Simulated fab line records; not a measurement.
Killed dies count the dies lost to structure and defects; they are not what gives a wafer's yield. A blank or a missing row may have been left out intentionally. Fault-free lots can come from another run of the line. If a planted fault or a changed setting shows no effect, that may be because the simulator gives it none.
Chamber matching	flow nand harc	cmp-02 running NHARC_A_STAIRCASE_CMP_152: 4 sister chambers
The step polishes. 14 wafers are shown with their chamber, then 7 later ones without.

## EACH WAFER AND ITS CHAMBER
wafer	chamber	motor current A (A)
L074.3	3	10.6
L074.5	1	11.7
L074.6	2	10.9
L079.1	3	10.5
L079.3	2	10.4
L079.5	0	13.5
L083.2	1	11.5
L083.4	2	10.5
L083.5	1	11.5
L087.1	0	14.0
L087.2	3	11.2
L087.3	1	11.4
L093.2	3	10.2
L093.3	1	11.9

SIGNATURES (means of the wafers above)
reading	chamber 0	chamber 1	chamber 2	chamber 3	scatter within a chamber
motor current A	13.750	11.600	10.600	10.625	0.309
Rule: for a wafer and a chamber, the distance is found by dividing, reading by reading, the gap between the wafer's reading and the chamber's mean by the reading's scatter, squaring, summing and taking the root. If the next closest chamber is less than 2 further off than the closest, the wafer can't be placed; otherwise it belongs to the closest. The scatter: the root of (the sum of the squares of (reading less its chamber's mean) over the shown wafers, divided by (wafers less chambers)).

## WAFERS WITH NO CHAMBER GIVEN
wafer	motor current A (A)
L093.5	11.0
L094.3	13.4
L094.4	10.5
L094.6	10.6
L097.3	10.3
L097.4	10.6
L097.6	13.1

## WHICH CHAMBER EACH WENT THROUGH
wafer	from the rows above	in truth
L093.5	can't be placed: 3 or 2 or 1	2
L094.3	0	0
L094.4	can't be placed: 2 or 3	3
L094.6	can't be placed: 2 or 3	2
L097.3	can't be placed: 2 or 3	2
L097.4	can't be placed: 2 or 3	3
L097.6	0	0
Correct placement for 2 of the 7. Cannot be placed on the basis of these rows: 5; the candidates contain the true chamber in 5. 0 placed wrongly.
